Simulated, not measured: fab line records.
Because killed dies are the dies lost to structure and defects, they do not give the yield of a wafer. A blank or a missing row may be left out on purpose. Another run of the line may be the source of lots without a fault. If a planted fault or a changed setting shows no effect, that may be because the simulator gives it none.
Which of the tools did it? :: flow n5Finfet :: 27 wafers from 9 lots sampled at 5 of the route's 1938 steps

WHAT THE GAUGES SHOWED, per wafer
N5_BEOL_M13_THK_MEAS_01.
lot: L218
measured: day 13 04:35
on: filmMetro-01
M13_ILD_THK (nm): 825 824 843

lot: L222
measured: day 13 19:15
on: filmMetro-02
M13_ILD_THK (nm): 819 836 841

lot: L223
measured: day 13 19:40
on: filmMetro-02
M13_ILD_THK (nm): 823 856 847

lot: L219
measured: day 14 00:30
on: filmMetro-02
M13_ILD_THK (nm): 837 839 854

lot: L231
measured: day 15 13:11
on: filmMetro-01
M13_ILD_THK (nm): 834 838 839

lot: L229
measured: day 15 14:04
on: filmMetro-01
M13_ILD_THK (nm): 839 842 854

lot: L234
measured: day 16 15:20
on: filmMetro-02
M13_ILD_THK (nm): 830 840 846

lot: L235
measured: day 16 17:58
on: filmMetro-01
M13_ILD_THK (nm): 833 834 853

lot: L238
measured: day 18 05:24
on: filmMetro-02
M13_ILD_THK (nm): 830 835 843

EACH LOT AND THE TOOL THAT RAN IT (in order: tool; ch and the chambers of the sampled wafers; start)
lot: L218
N5_BEOL_M12_ETCH_67: rieDiel-03 ch 0,1,3, day 12 21:29
N5_BEOL_M12_ETCH_38: rieDiel-01 ch 1,3, day 13 02:20
N5_BEOL_M12_SPUTTER_44: pvdSputter-01, day 13 02:52
N5_BEOL_M12_CMP_49: cmp-03 ch 0,1,3, day 13 03:57

lot: L222
N5_BEOL_M12_ETCH_67: rieDiel-01 ch 0,2,3, day 13 14:31
N5_BEOL_M12_ETCH_38: rieDiel-04 ch 0,3, day 13 16:59
N5_BEOL_M12_SPUTTER_44: pvdSputter-01, day 13 17:59
N5_BEOL_M12_CMP_49: cmp-04 ch 0,3, day 13 18:37

lot: L223
N5_BEOL_M12_ETCH_67: rieDiel-03 ch 0,1,2, day 13 14:55
N5_BEOL_M12_ETCH_38: rieDiel-03 ch 0,2, day 13 17:39
N5_BEOL_M12_SPUTTER_44: pvdSputter-01, day 13 18:24
N5_BEOL_M12_CMP_49: cmp-03 ch 0,2,3, day 13 19:02

lot: L219
N5_BEOL_M12_ETCH_67: rieDiel-01 ch 2,3, day 13 15:00
N5_BEOL_M12_ETCH_38: rieDiel-03 ch 1,2, day 13 22:33
N5_BEOL_M12_SPUTTER_44: pvdSputter-03, day 13 23:13
N5_BEOL_M12_CMP_49: cmp-03 ch 0,1,2, day 13 23:54

lot: L231
N5_BEOL_M12_ETCH_67: rieDiel-04 ch 1,3, day 15 09:13
N5_BEOL_M12_ETCH_38: rieDiel-01 ch 1,3, day 15 11:17
N5_BEOL_M12_SPUTTER_44: pvdSputter-01, day 15 11:54
N5_BEOL_M12_CMP_49: cmp-02 ch 0,1, day 15 12:34

lot: L229
N5_BEOL_M12_ETCH_67: rieDiel-04 ch 0,1,3, day 15 10:29
N5_BEOL_M12_ETCH_38: rieDiel-04 ch 1,2, day 15 11:39
N5_BEOL_M12_SPUTTER_44: pvdSputter-01, day 15 12:43
N5_BEOL_M12_CMP_49: cmp-02 ch 1,2, day 15 13:25

lot: L234
N5_BEOL_M12_ETCH_67: rieDiel-03 ch 0,1, day 16 10:47
N5_BEOL_M12_ETCH_38: rieDiel-01 ch 0,1,2, day 16 13:40
N5_BEOL_M12_SPUTTER_44: pvdSputter-03, day 16 14:02
N5_BEOL_M12_CMP_49: cmp-02 ch 0,2,3, day 16 14:42

lot: L235
N5_BEOL_M12_ETCH_67: rieDiel-04 ch 0,1,3, day 16 12:11
N5_BEOL_M12_ETCH_38: rieDiel-03 ch 1,2,3, day 16 15:50
N5_BEOL_M12_SPUTTER_44: pvdSputter-02, day 16 16:40
N5_BEOL_M12_CMP_49: cmp-04 ch 0,2,3, day 16 17:22

lot: L238
N5_BEOL_M12_ETCH_67: rieDiel-03 ch 0,1,3, day 18 01:58
N5_BEOL_M12_ETCH_38: rieDiel-01 ch 0,1,2, day 18 03:39
N5_BEOL_M12_SPUTTER_44: pvdSputter-02, day 18 04:07
N5_BEOL_M12_CMP_49: cmp-03 ch 1,2,3, day 18 04:50
- N5_BEOL_M12_ETCH_67: etches SiARC in CF4, target depth 143 nm, time 238.3 s.
- N5_BEOL_M12_ETCH_38: etches SiCN in CF4/N2, target depth 68.7 nm, time 73.4 s.
- N5_BEOL_M12_SPUTTER_44: material Ta, target thk 10 nm, time 16.13 s.
- N5_BEOL_M12_CMP_49: polishes, stops on SiOC, t overpolish 20.6 s, target thk 320 nm.

THE ANSWER, worked out from the rows above alone
Rule: the usual values come from the lots themselves. The widest of any qualifying gaps counts: lots, ordered by their means at a reading, are off when they make up no more than a third of the lots, leave a main group of 4 or more, and stand apart from it by 3 or more times the standard deviation of that group's means. If all means in a main group match to the digits the tables above print for the reading, that group is not used. Also off: a lot with no number at a reading for which 4 or more lots have one. The other lots that the step has rows for count as sound.
No lot is off on any of the readings shown, so nothing can be concluded from this.

WHAT THE SIMULATOR HAD PUT IN
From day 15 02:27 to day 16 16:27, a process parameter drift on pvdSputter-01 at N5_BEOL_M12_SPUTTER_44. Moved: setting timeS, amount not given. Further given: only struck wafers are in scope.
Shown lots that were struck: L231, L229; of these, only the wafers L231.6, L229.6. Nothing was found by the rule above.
